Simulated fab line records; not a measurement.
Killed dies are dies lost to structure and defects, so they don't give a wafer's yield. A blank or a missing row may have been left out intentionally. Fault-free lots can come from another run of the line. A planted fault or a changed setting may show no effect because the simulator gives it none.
Chamber matching	flow n5-finfet	N5_BEOL_M0_SAQP_DESCUM_19 on rie-diel-05 has 4 sister chambers
The step chemistry O2, time 7.9 s. 14 wafers are shown with their chamber, then 7 later ones without.

== WAFERS WITH THEIR CHAMBER ==
wafer	chamber	drypump-motor-current-A (A)	throttle-valve-pct (%)	showerhead-plenum-p-Torr (Torr)
L580.2	3	5.5	20.30	2.13
L580.3	2	5.7	19.89	2.12
L580.6	1	5.4	19.98	2.11
L582.1	0	6.4	20.54	2.03
L582.4	3	5.5	20.28	2.13
L582.5	1	5.5	19.99	2.11
L591.4	1	5.5	20.01	2.10
L591.5	0	6.4	20.54	2.03
L591.6	2	5.7	19.93	2.11
L596.2	0	6.4	20.56	2.02
L596.4	2	5.7	19.93	2.11
L596.5	3	5.5	20.30	2.13
L598.2	3	5.5	20.32	2.12
L598.5	1	5.4	20.03	2.10

SIGNATURES (means of the wafers above)
reading	chamber 0	chamber 1	chamber 2	chamber 3	scatter within a chamber
drypump-motor-current-A	6.400	5.450	5.700	5.500	0.0316
throttle-valve-pct	20.5467	20.0025	19.9167	20.3000	0.019
showerhead-plenum-p-Torr	2.0267	2.1050	2.1133	2.1275	0.00555
Rule: for a wafer and a chamber, the distance is found by dividing, reading by reading, the gap between the wafer's reading and the chamber's mean by the reading's scatter, squaring, summing and taking the root. The wafer belongs to the nearest chamber; if the next one is less than 2 further off, it can't be placed. How the scatter is found: for the shown wafers, subtract from each reading the mean of its chamber, square and add these, divide the total by (wafers less chambers), then take the root.

== WAFERS WITH NO CHAMBER GIVEN ==
wafer	drypump-motor-current-A (A)	throttle-valve-pct (%)	showerhead-plenum-p-Torr (Torr)
L598.6	5.7	19.95	2.10
L599.2	5.5	20.32	2.12
L599.4	5.7	19.95	2.10
L599.5	5.7	19.95	2.10
L600.3	5.5	20.34	2.12
L600.4	5.7	19.95	2.10
L600.5	5.8	19.95	2.10

== WHICH CHAMBER EACH ONE RAN IN ==
wafer	from the rows above	in truth
L598.6	2	2
L599.2	3	3
L599.4	2	2
L599.5	2	2
L600.3	3	3
L600.4	2	2
L600.5	2	2
Correctly placed: 7 of 7. Left unplaced by these rows: 0. Number placed wrongly: 0.
